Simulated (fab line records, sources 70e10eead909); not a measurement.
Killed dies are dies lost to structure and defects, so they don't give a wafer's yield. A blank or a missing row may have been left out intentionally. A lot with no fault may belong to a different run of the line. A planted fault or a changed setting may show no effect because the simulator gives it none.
fab line records	flow nand-harc
[record] lots = 12	wafers = 36	last-day = 23
route steps=1159 shown A_CONTACT@855 END@1159
lots with no fault: from the same line, run without faults
start-h: the number of hours between the record's first day and the start of the first shown wafer of the lot	wait-h: hours elapsed since this lot's preceding step	" repeats the value in the row above	L1.1+2: a single row standing in for several wafers	- no value present, or no start provided	* or withheld: withheld	< > ~ a bound
route shown NAME@n: a module of which the file shows steps, and the number in the route of the first	usual: mean/standard deviation taken from wafers without a fault	same: alike in all rows	chamber/n: place in a boat	sites: readings site by site	_std_site: standard deviation of those values	_edge_site: mean of outer sites minus mean of inner sites	radius-mm: how far each site lies from the wafer's centre	mask NAME#n: copy n	behind: the last tool/chamber to shape the wafer	hold: why the lot went on hold/how many hours it stayed there/how the hold came to an end	device: names the non-switching transistor (n, p or np)	end of line: at the end of the route, the tests of the same wafers	a step without rows: its recipe alone	killed: count of dies lost to structure and defects at first sort (not the wafer's yield)	map: a wafer's dies, x killed, . not, _ none there
set.NAME: the setting as run; set.NAME@STEP: as run at that earlier step	model.NAME: the simulator's own value behind a step, which no gauge read
one table for each step of the route and one row for each wafer, over a sample of lots
services: when a tool's chamber went out of use (start-h, in hours from the record's first day, below 0 if earlier), for how many hours, and the reason
[[steps]]
[step NHARC_A_CONTACT_OVL_MEAS_43]
[usual] overlay-x-nm = -0.1/0.66	overlay-y-nm = 0.1/0.98
lot.wafer	tool	chamber	start-h	wait-h	overlay-x-nm	overlay-y-nm
L296.1	overlay-02	-	373.86	-	0.9	0.0
L296.2	"	-	"	"	0.9	0.2
L296.6	"	-	"	"	0.9	0.4
L298.3	overlay-01	-	395.09	-	-0.5	0.0
L298.5	"	-	"	"	-0.8	0.0
L298.6	"	-	"	"	-0.6	0.0
L300.2	overlay-02	-	400.76	-	-0.8	1.7
L300.3	"	-	"	"	-1.2	1.2
L300.4	"	-	"	"	-1.0	2.0
L299.1	overlay-02	-	406.00	-	0.3	0.9
L299.2	"	-	"	"	0.0	1.8
L299.5	"	-	"	"	-0.2	1.7
L301.2	overlay-02	-	413.88	-	-1.6	-1.0
L301.4	"	-	"	"	-1.1	-1.4
L301.5	"	-	"	"	-1.0	-0.9
L307.1	overlay-01	-	437.35	-	0.2	-0.6
L307.4	"	-	"	"	0.1	-0.3
L307.6	"	-	"	"	0.0	0.1
L305.1	overlay-02	-	438.05	-	-0.2	1.6
L305.2	"	-	"	"	-0.3	1.7
L305.3	"	-	"	"	-0.2	1.9
L311.2	overlay-02	-	455.20	-	0.4	-0.6
L311.4	"	-	"	"	-0.3	-0.9
L311.5	"	-	"	"	0.2	-1.3
L310.1	overlay-02	-	455.55	-	0.2	0.3
L310.3	"	-	"	"	0.5	0.1
L310.4	"	-	"	"	0.9	0.3
L312.3	overlay-02	-	468.47	-	0.5	0.3
L312.5	"	-	"	"	0.6	0.4
L312.6	"	-	"	"	1.2	1.1
L314.1	overlay-02	-	480.59	-	0.5	-1.0
L314.3	"	-	"	"	0.4	-0.8
L314.5	"	-	"	"	0.2	-0.5
L316.3	overlay-01	-	491.92	-	0.6	0.4
L316.4	"	-	"	"	0.3	0.4
L316.6	"	-	"	"	0.4	0.0
[step NHARC_A_CONTACT_ETCH_50]
[recipe] target-depth-a = 847	time-s = 42.4	cf4-flow-sccm = 100	chf3-flow-sccm = 30	ar-flow-sccm = 0	rf-w = 500	bias-w = 200	chemistry = CF4/CHF3
[usual] bias-w = 200.0/0.56	cf4-flow-sccm = 100.0/0.34	drypump-motor-current-A = 5.67/0.24	oes-product-au = 0.946/0.02	rf-vpp-V = 370.1/2.2	showerhead-plenum-p-Torr = 1.55/0.06	throttle-valve-pct = 16.803/0.0086
lot.wafer	tool	chamber	start-h	wait-h	bias-w	cf4-flow-sccm	drypump-motor-current-A	oes-product-au	rf-hours-counter-h	rf-vpp-V	showerhead-plenum-p-Torr	throttle-valve-pct
L296.1	rie-diel-08	1	-	-	199.0	100.1	5.92	0.937	14	373.3	1.63	16.803
L296.2	"	2	"	"	200.4	100.4	5.32	0.941	14	367.1	1.48	16.814
L296.6	"	0	"	"	199.8	100.3	5.59	0.941	-	369.7	1.54	16.814
L298.3	rie-diel-08	2	-	-	200.6	100.8	5.42	0.963	17	367.0	1.48	16.799
L298.5	"	2	"	"	200.2	100.5	5.36	0.976	-	367.6	1.48	16.809
L298.6	"	3	"	"	200.9	99.4	5.96	0.959	-	368.1	1.53	16.804
L300.2	rie-diel-08	1	-	-	199.9	100.0	5.91	0.942	18	372.5	1.63	16.813
L300.3	"	3	"	"	199.5	99.5	5.96	0.969	18	368.6	1.53	16.798
L300.4	"	0	"	"	200.5	100.1	5.54	0.963	19	369.5	1.54	16.803
L299.2	rie-diel-08	2	-	-	199.3	100.3	5.37	0.946	19	366.8	1.47	16.813
L299.1	"	0	"	"	199.3	100.5	5.61	0.948	20	370.3	1.54	16.802
L299.5	"	2	"	"	200.7	100.5	5.36	0.948	-	366.9	1.48	16.801
L301.2	rie-diel-11	0	-	-	199.5	100.0	5.43	0.968	14	373.7	1.64	16.795
L301.5	"	3	"	"	200.9	100.0	5.82	0.957	-	372.7	1.62	16.806
L301.4	"	0	"	"	200.3	100.0	5.46	0.973	-	372.8	1.64	16.803
L307.1	rie-diel-08	0	-	-	199.8	100.0	5.57	0.936	28	369.2	1.54	16.806
L307.4	"	0	"	"	200.3	99.8	5.58	0.934	-	369.4	1.54	16.820
L307.6	"	2	"	"	201.2	99.6	5.37	0.932	-	367.4	1.47	16.797
L305.3	rie-diel-11	2	-	-	199.9	100.2	5.60	0.958	20	367.6	1.51	16.810
L305.2	"	3	"	"	200.3	99.1	5.78	0.946	24	373.4	1.62	16.790
L305.1	"	0	"	"	200.2	99.9	5.43	0.960	23	373.2	1.64	16.814
L311.4	rie-diel-11	3	-	-	199.2	100.2	5.77	0.924	33	373.0	1.62	16.796
L311.2	"	0	"	"	201.1	100.5	5.42	0.925	31	371.6	1.64	16.799
L311.5	"	3	"	"	200.2	99.7	5.79	0.914	-	371.4	1.62	16.807
L310.1	rie-diel-08	3	-	-	199.9	99.6	5.95	0.954	22	370.5	1.53	16.794
L310.3	"	0	"	"	199.5	99.8	5.57	0.978	33	368.8	1.54	16.817
L310.4	"	2	"	"	200.0	100.4	5.35	0.945	33	368.1	1.47	16.817
L312.3	rie-diel-08	1	-	-	200.0	100.3	5.92	0.969	33	373.2	1.63	16.802
L312.5	"	2	"	"	200.8	99.6	5.30	0.968	-	366.7	1.47	16.810
L312.6	"	3	"	"	200.3	100.3	6.00	0.952	-	369.3	1.53	16.800
L314.1	rie-diel-01	0	-	-	200.0	100.2	5.36	0.911	63	369.8	1.58	16.822
L314.3	"	1	"	"	198.9	99.9	5.84	0.936	61	367.1	1.47	16.791
L314.5	"	0	"	"	199.7	99.7	5.36	0.923	-	371.6	1.58	16.809
L316.4	rie-diel-08	0	-	-	199.3	99.9	5.57	0.961	1	369.3	1.54	16.807
L316.3	"	1	"	"	200.5	99.5	5.91	0.958	1	372.3	1.63	16.801
L316.6	"	3	"	"	200.0	100.1	5.97	0.936	-	368.1	1.53	16.806
[step NHARC_A_CONTACT_ETCH_117]
[recipe] source-w = withheld	pressure-mtorr = 20	bias-v = 3000	time-s = 94	target-depth-a = 9220	ar-flow-sccm = withheld	c4f8-flow-sccm = withheld	o2-flow-sccm = withheld	chemistry = C4F8/O2/Ar
[usual] chamber-pressure-mTorr = 19.998/0.018	oes-air-line-au = 1.002/0.018
lot.wafer	tool	chamber	start-h	wait-h	chamber-pressure-mTorr	oes-air-line-au	rf-hours-counter-h
L296.2	har-cap-etch-03	0	376.25	0.1	19.995	1.003	93
L296.1	"	1	"	"	19.995	1.007	93
L296.6	"	0	"	"	19.960	1.005	-
L298.3	har-cap-etch-03	0	397.22	0.1	19.994	1.010	-
L298.5	"	1	"	"	19.985	0.987	-
L298.6	"	0	"	"	20.009	0.998	-
L300.2	har-cap-etch-02	1	402.78	0.1	20.006	1.006	20
L300.3	"	1	"	"	19.985	1.022	-
L300.4	"	0	"	"	20.013	0.958	-
L299.1	har-cap-etch-03	0	408.08	0.1	20.014	1.028	97
L299.2	"	1	"	"	20.002	1.006	97
L299.5	"	0	"	"	19.977	1.026	-
L301.2	har-cap-etch-02	1	416.05	0.1	20.017	1.029	22
L301.4	"	0	"	"	20.001	0.984	-
L301.5	"	0	"	"	19.980	1.005	-
L307.1	har-cap-etch-03	0	440.25	0.1	-	-	-
L307.4	"	0	"	"	-	-	-
L307.6	"	0	"	"	-	-	-
L305.1	har-cap-etch-01	0	440.27	0.1	-	-	-
L305.2	"	1	"	"	-	-	-
L305.3	"	0	"	"	-	-	-
L311.2	har-cap-etch-01	1	457.43	0.1	19.995	1.024	61
L311.4	"	1	"	"	20.011	1.022	-
L311.5	"	0	"	"	19.998	1.039	-
L310.1	har-cap-etch-03	1	457.56	0.1	20.006	0.990	105
L310.4	"	1	"	"	19.987	0.988	-
L310.3	"	0	"	"	20.015	0.976	-
L312.3	har-cap-etch-03	1	470.52	0.1	20.035	1.011	-
L312.5	"	1	"	"	19.979	1.013	-
L312.6	"	0	"	"	20.008	0.986	-
L314.1	har-cap-etch-03	0	483.12	0.1	19.980	1.002	110
L314.3	"	0	"	"	20.031	1.012	-
L314.5	"	1	"	"	20.044	1.001	-
L316.4	har-cap-etch-01	0	494.01	0.1	19.993	1.001	-
L316.3	"	1	"	"	20.018	0.995	-
L316.6	"	1	"	"	20.013	0.989	-
[step NHARC_A_CONTACT_ETCH_119]
[recipe] source-w = withheld	pressure-mtorr = 20	bias-v = 3000	time-s = 94	target-depth-a = 9220	ar-flow-sccm = withheld	c4f8-flow-sccm = withheld	o2-flow-sccm = withheld	chemistry = C4F8/O2/Ar
[usual] chamber-pressure-mTorr = 19.998/0.018	oes-air-line-au = 1.002/0.019
lot.wafer	tool	chamber	start-h	wait-h	chamber-pressure-mTorr	oes-air-line-au	rf-hours-counter-h
L296.2	har-cap-etch-03	0	376.44	0.1	19.967	1.013	93
L296.1	"	1	"	"	20.009	1.025	93
L296.6	"	0	"	"	19.980	0.976	-
L298.3	har-cap-etch-03	0	397.40	0.1	20.009	1.008	-
L298.5	"	1	"	"	20.028	0.997	-
L298.6	"	0	"	"	19.988	0.992	-
L300.2	har-cap-etch-02	1	402.96	0.1	19.979	0.960	20
L300.3	"	1	"	"	19.997	0.988	-
L300.4	"	0	"	"	19.987	0.999	-
L299.1	har-cap-etch-03	0	408.27	0.1	20.027	0.998	97
L299.2	"	1	"	"	20.016	0.979	97
L299.5	"	0	"	"	19.975	0.987	-
L301.2	har-cap-etch-02	1	416.23	0.1	19.999	1.001	22
L301.4	"	0	"	"	19.979	1.001	-
L301.5	"	0	"	"	20.012	1.010	-
L307.1	har-cap-etch-03	0	440.43	0.1	19.998	1.010	102
L307.4	"	0	"	"	19.965	1.007	-
L307.6	"	0	"	"	20.029	1.025	-
L305.1	har-cap-etch-01	0	440.45	0.1	19.982	0.979	57
L305.2	"	1	"	"	19.995	0.994	57
L305.3	"	0	"	"	19.976	1.001	-
L311.2	har-cap-etch-01	1	457.61	0.1	19.992	1.017	61
L311.4	"	1	"	"	20.047	0.988	-
L311.5	"	0	"	"	19.984	1.003	-
L310.1	har-cap-etch-03	1	457.74	0.1	20.021	0.995	106
L310.4	"	1	"	"	20.026	0.979	-
L310.3	"	0	"	"	20.004	1.001	-
L312.3	har-cap-etch-03	1	470.71	0.1	19.989	1.034	-
L312.5	"	1	"	"	19.994	1.029	-
L312.6	"	0	"	"	19.955	0.996	-
L314.1	har-cap-etch-03	0	483.30	0.1	20.001	0.990	111
L314.3	"	0	"	"	19.975	0.991	-
L314.5	"	1	"	"	19.978	1.006	-
L316.4	har-cap-etch-01	0	494.19	0.1	20.003	1.002	-
L316.3	"	1	"	"	19.952	1.051	-
L316.6	"	1	"	"	20.012	0.981	-
[step NHARC_END_SORT_01]
[recipe] temp-c = 25
[usual] killed-at-array = 27/9.9	killed-at-other = 0.5/0.76	killed-at-periphery = 3.4/2.2	killed-dies = 31/10	killed-open = 3.3/2	killed-short = 2.0/1.5
[same] gross-dies = 677
lot.wafer	tool	chamber	start-h	wait-h	hold	killed-at-array	killed-at-other	killed-at-periphery	killed-dies	killed-open	killed-short
L296.1	prober-02	0	446.12	2.6	-	27	0	4	31	4	5
L296.2	prober-02	0	446.92	2.8	-	18	1	8	27	3	4
L296.6	prober-02	0	450.11	4.0	-	16	1	6	23	5	1
L300.2	prober-02	0	476.18	2.8	-	24	0	4	28	1	0
L300.3	prober-02	0	476.98	3.1	-	22	0	4	26	3	0
L300.4	prober-02	0	477.78	3.4	-	25	0	5	30	1	1
L301.2	prober-02	0	484.72	2.8	-	44	2	2	48	6	2
L301.4	prober-02	0	486.33	3.4	-	49	2	4	55	4	3
L301.5	prober-02	0	487.13	3.7	-	42	1	8	51	7	1
L305.1	prober-02	0	509.64	2.4	await-dispo/1.3h/scrap	668	2	7	677	2	3
L305.2	prober-02	0	510.45	2.7	await-dispo/1.3h/scrap	674	0	3	677	2	2
L305.3	prober-02	0	511.26	3.1	await-dispo/1.3h/scrap	673	0	4	677	5	0
L307.1	prober-01	0	509.72	2.5	await-dispo/4.8h/scrap	673	0	4	677	6	1
L307.4	prober-01	0	512.11	3.4	await-dispo/4.8h/scrap	675	0	2	677	4	2
L307.6	prober-01	0	513.70	4.0	await-dispo/4.8h/scrap	675	0	2	677	4	3
L310.1	prober-01	0	531.27	2.5	-	28	0	3	31	0	1
L310.3	prober-01	0	532.89	3.1	-	25	1	3	29	0	0
L310.4	prober-01	0	533.70	3.4	-	34	0	2	36	3	2
L311.2	prober-01	0	542.27	2.8	-	33	0	2	35	3	2
L311.4	prober-01	0	543.87	3.4	-	25	0	0	25	1	1
L311.5	prober-01	0	544.67	3.7	-	35	0	1	36	3	0
L312.3	prober-02	0	543.03	3.1	-	17	2	2	21	5	1
L312.5	prober-02	0	544.61	3.7	-	10	1	2	13	5	1
L312.6	prober-02	0	545.40	3.9	-	14	0	1	15	1	2
// killed by level:class
L296.1 A_CHANNEL_HOLE_D1:chamber-film-flake=8 A_STAIRCASE:chamber-film-flake=3 A_CONTACT:chamber-film-flake=3 A_CONTACT:geometric-particle:short=2 P_M2:chamber-film-flake=2 A_SLIT:chamber-film-flake=2 A_WL_FILL:chamber-film-flake=2 P_GATE:geometric-particle:short=1
L296.2 A_CHANNEL_HOLE_D1:chamber-film-flake=8 P_GATE:chamber-film-flake=3 P_M2:chamber-film-flake=3 A_CHANNEL_FILL_D1:geometric-particle:open=2 A_WL_FILL:geometric-particle:short=2 A_CONTACT:chamber-film-flake=2 A_CONTACT:geometric-particle:open=1 A_M0:geometric-particle:short=1
L296.6 A_WL_FILL:chamber-film-flake=6 A_CHANNEL_HOLE_D1:chamber-film-flake=4 A_STAIRCASE:chamber-film-flake=2 P_GATE:geometric-particle:open=1 P_M0:geometric-particle:short=1 P_M1:geometric-particle:open=1 A_SGD_CUT:geometric-particle:open=1 A_M0:geometric-particle:open=1
L300.2 A_CHANNEL_HOLE_D1:chamber-film-flake=17 A_STAIRCASE:chamber-film-flake=3 P_STI:chamber-film-flake=2 P_GATE:chamber-film-flake=2 A_CONTACT:chamber-film-flake=2 A_M0:geometric-particle:open=1 A_SLIT:chamber-film-flake=1
L300.3 A_CHANNEL_HOLE_D1:chamber-film-flake=10 A_STAIRCASE:chamber-film-flake=7 A_SLIT:chamber-film-flake=2 P_CONTACT:geometric-particle:open=1 A_CHANNEL_HOLE_D1:geometric-particle:open=1 A_CONTACT:geometric-particle:open=1 P_ZERO_WELL:chamber-film-flake=1 P_STI:chamber-film-flake=1
L300.4 A_CHANNEL_HOLE_D1:chamber-film-flake=12 A_STAIRCASE:chamber-film-flake=3 A_SLIT:chamber-film-flake=3 A_CONTACT:chamber-film-flake=3 P_ZERO_WELL:chamber-film-flake=2 P_STI:chamber-film-flake=2 A_WL_FILL:chamber-film-flake=2 A_CHANNEL_FILL_D1:geometric-particle:open=1
L301.2 A_CHANNEL_HOLE_D1:chamber-film-flake=17 A_SLIT:chamber-film-flake=12 A_STAIRCASE:chamber-film-flake=6 A_CHANNEL_FILL_D1:geometric-particle:open=2 A_M0:geometric-particle:open=2 THIN_TSV:chamber-film-flake=2 P_M0:geometric-particle:open=1 A_CHANNEL_FILL_D1:geometric-particle:short=1
L301.4 A_CHANNEL_HOLE_D1:chamber-film-flake=16 A_SLIT:chamber-film-flake=16 A_STAIRCASE:chamber-film-flake=5 A_CONTACT:chamber-film-flake=4 A_CHANNEL_FILL_D1:geometric-particle:short=2 P_STI:chamber-film-flake=2 THIN_TSV:chamber-film-flake=2 P_CONTACT:geometric-particle:open=1
L301.5 A_CHANNEL_HOLE_D1:chamber-film-flake=11 A_STAIRCASE:chamber-film-flake=11 A_SLIT:chamber-film-flake=8 P_GATE:chamber-film-flake=4 A_CONTACT:chamber-film-flake=4 A_WL_FILL:geometric-particle:open=2 A_CONTACT:geometric-particle:open=2 P_STI:chamber-film-flake=2
L305.1 A_CONTACT:area-etch=636 A_CHANNEL_HOLE_D1:chamber-film-flake=19 A_STAIRCASE:chamber-film-flake=5 P_GATE:chamber-film-flake=4 P_M0:chamber-film-flake=2 A_CONTACT:chamber-film-flake=2 THIN_TSV:chamber-film-flake=2 P_CONTACT:geometric-particle:short=1
L307.1 A_CONTACT:area-etch=645 A_SLIT:chamber-film-flake=13 A_CHANNEL_HOLE_D1:chamber-film-flake=4 A_WL_FILL:chamber-film-flake=4 A_CONTACT:chamber-film-flake=2 P_GATE:geometric-particle:open=1 P_CONTACT:geometric-particle:open=1 P_M2:geometric-particle:open=1
L305.2 A_CONTACT:area-etch=645 A_CHANNEL_HOLE_D1:chamber-film-flake=17 A_STAIRCASE:chamber-film-flake=6 P_M0:chamber-film-flake=2 A_SLIT:chamber-film-flake=2 P_M1:geometric-particle:open=1 A_WL_FILL:geometric-particle:short=1 A_WL_FILL:geometric-particle:open=1
L305.3 A_CONTACT:area-etch=643 A_CHANNEL_HOLE_D1:chamber-film-flake=17 A_STAIRCASE:chamber-film-flake=8 P_M0:chamber-film-flake=3 A_CONTACT:geometric-particle:open=2 P_GATE:geometric-particle:open=1 A_WL_FILL:geometric-particle:open=1 A_BLC:geometric-particle:open=1
L307.4 A_CONTACT:area-etch=649 A_SLIT:chamber-film-flake=13 A_CONTACT:chamber-film-flake=5 A_CHANNEL_HOLE_D1:chamber-film-flake=3 A_CONTACT:geometric-particle:open=2 P_M0:geometric-particle:open=1 P_M2:geometric-particle:short=1 A_ONON_D1:geometric-particle:open=1
L307.6 A_CONTACT:area-etch=648 A_SLIT:chamber-film-flake=16 A_CHANNEL_HOLE_D1:chamber-film-flake=3 A_CHANNEL_FILL_D1:geometric-particle:short=2 A_CONTACT:chamber-film-flake=2 P_M1:geometric-particle:open=1 A_CHANNEL_FILL_D1:geometric-particle:open=1 A_WL_FILL:geometric-particle:short=1
L310.1 A_CHANNEL_HOLE_D1:chamber-film-flake=22 A_CONTACT:chamber-film-flake=3 P_BONDPAD:chamber-film-flake=2 A_WL_FILL:geometric-particle:short=1 P_STI:chamber-film-flake=1 A_STAIRCASE:chamber-film-flake=1 A_SLIT:chamber-film-flake=1
L310.3 A_CHANNEL_HOLE_D1:chamber-film-flake=22 P_BONDPAD:chamber-film-flake=2 A_CONTACT:chamber-film-flake=2 P_M0:chamber-film-flake=1 A_WL_FILL:chamber-film-flake=1 THIN_TSV:chamber-film-flake=1
L310.4 A_CHANNEL_HOLE_D1:chamber-film-flake=20 A_CONTACT:chamber-film-flake=5 A_STAIRCASE:chamber-film-flake=4 A_CONTACT:geometric-particle:open=2 A_ONON_D1:geometric-particle:short=1 A_M1:geometric-particle:short=1 A_M1:geometric-particle:open=1 P_ZERO_WELL:chamber-film-flake=1
L311.2 A_CHANNEL_HOLE_D1:chamber-film-flake=24 A_STAIRCASE:chamber-film-flake=3 P_GATE:geometric-particle:open=1 A_CHANNEL_FILL_D1:geometric-particle:short=1 A_WL_FILL:geometric-particle:short=1 A_WL_FILL:geometric-particle:open=1 A_CONTACT:geometric-particle:open=1 P_GATE:chamber-film-flake=1
L312.3 A_CHANNEL_HOLE_D1:chamber-film-flake=8 A_CONTACT:chamber-film-flake=3 P_M0:geometric-particle:open=2 A_STAIRCASE:chamber-film-flake=2 A_SGD_CUT:geometric-particle:short=1 A_WL_FILL:geometric-particle:open=1 A_CONTACT:geometric-particle:open=1 STARTING-WAFER:geometric-particle:open=1
L311.4 A_CHANNEL_HOLE_D1:chamber-film-flake=19 A_STAIRCASE:chamber-film-flake=2 A_CHANNEL_FILL_D1:geometric-particle:open=1 A_WL_FILL:geometric-particle:short=1 A_SGD_CUT:chamber-film-flake=1 A_SLIT:chamber-film-flake=1
L312.5 A_CHANNEL_FILL_D1:geometric-particle:open=2 A_ZERO_WELL:chamber-film-flake=2 A_CHANNEL_HOLE_D1:chamber-film-flake=2 P_GATE:geometric-particle:open=1 P_M0:geometric-particle:open=1 A_CONTACT:geometric-particle:open=1 STARTING-WAFER:geometric-particle:short=1 A_STAIRCASE:chamber-film-flake=1
L311.5 A_CHANNEL_HOLE_D1:chamber-film-flake=23 A_CONTACT:chamber-film-flake=4 A_STAIRCASE:chamber-film-flake=3 A_CHANNEL_HOLE_D1:geometric-particle:open=1 A_SGD_CUT:geometric-particle:open=1 A_CONTACT:geometric-particle:open=1 P_ZERO_WELL:chamber-film-flake=1 A_ZERO_WELL:chamber-film-flake=1
L312.6 A_CHANNEL_HOLE_D1:chamber-film-flake=9 A_CONTACT:chamber-film-flake=2 P_GATE:geometric-particle:short=1 A_BLC:geometric-particle:short=1 A_M1:geometric-particle:open=1 A_SGD_CUT:chamber-film-flake=1
[[services]]
tool	chamber	start-h	hours	kind
rie-diel-08	3	359.70	1.3	repair
rie-diel-08	0	359.91	-	clean
rie-diel-08	1	359.91	-	clean
rie-diel-08	2	359.91	-	clean
rie-diel-01	2	362.64	2.9	repair
rie-diel-11	-	366.50	9.0	pm
rie-diel-08	0	384.41	-	clean
rie-diel-08	1	384.41	-	clean
rie-diel-08	2	384.41	-	clean
rie-diel-08	3	384.41	-	clean
rie-diel-08	0	408.91	-	clean
rie-diel-08	1	408.91	-	clean
rie-diel-08	2	408.91	-	clean
rie-diel-08	3	408.91	-	clean
rie-diel-01	2	423.97	50.2	repair
rie-diel-08	0	433.41	-	clean
rie-diel-08	1	433.41	-	clean
rie-diel-08	2	433.41	-	clean
rie-diel-08	1	437.38	8.4	repair
har-cap-etch-03	-	446.99	7.1	repair
rie-diel-08	2	461.42	1.3	repair
rie-diel-01	3	466.91	9.3	repair
rie-diel-08	-	478.80	9.0	pm
rie-diel-01	-	491.88	9.0	pm
[[key]]
[first-sign] step = NHARC_A_CONTACT_ETCH_117	reading = tool-record	direction = missing
[effect] step = NHARC_END_SORT_01	reading = killed-at-array	direction = up	sigmas = 65	usual = 27	struck = 673
[more-kills-born-at] NHARC_A_CONTACT_ETCH_117@har-cap-etch-03 = 1942	NHARC_A_CONTACT_ETCH_117@har-cap-etch-01 = 1924
met-at NHARC_A_CONTACT_ETCH_117
struck-lots L305,L307
later-rows-left-out L305.1,L305.2,L305.3,L307.1,L307.4,L307.6
tester-left-out L305,L307
not-acting-at NHARC_A_CONTACT_OVL_MEAS_43,NHARC_A_CONTACT_ETCH_50,NHARC_A_CONTACT_ETCH_119
onset-between 408.08 440.25
[fault] kind = skipped-step-whole	tool = har-cap-etch-01,har-cap-etch-03	chamber = -	onset-h = 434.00	steps = NHARC_A_CONTACT_ETCH_117	scope = struck-lots-only
// tester-left-out: of these lots the tester's yield and bins aren't shown, on N5 and GAA mostly nor the transistor test; their killed dies are dies lost to structure and defects alone, not to doping, threshold or leakage, so they don't give the yield
// later-rows-left-out: the simulator's readings of these wafers behind a module that went badly wrong aren't trusted and aren't shown, but for the sort
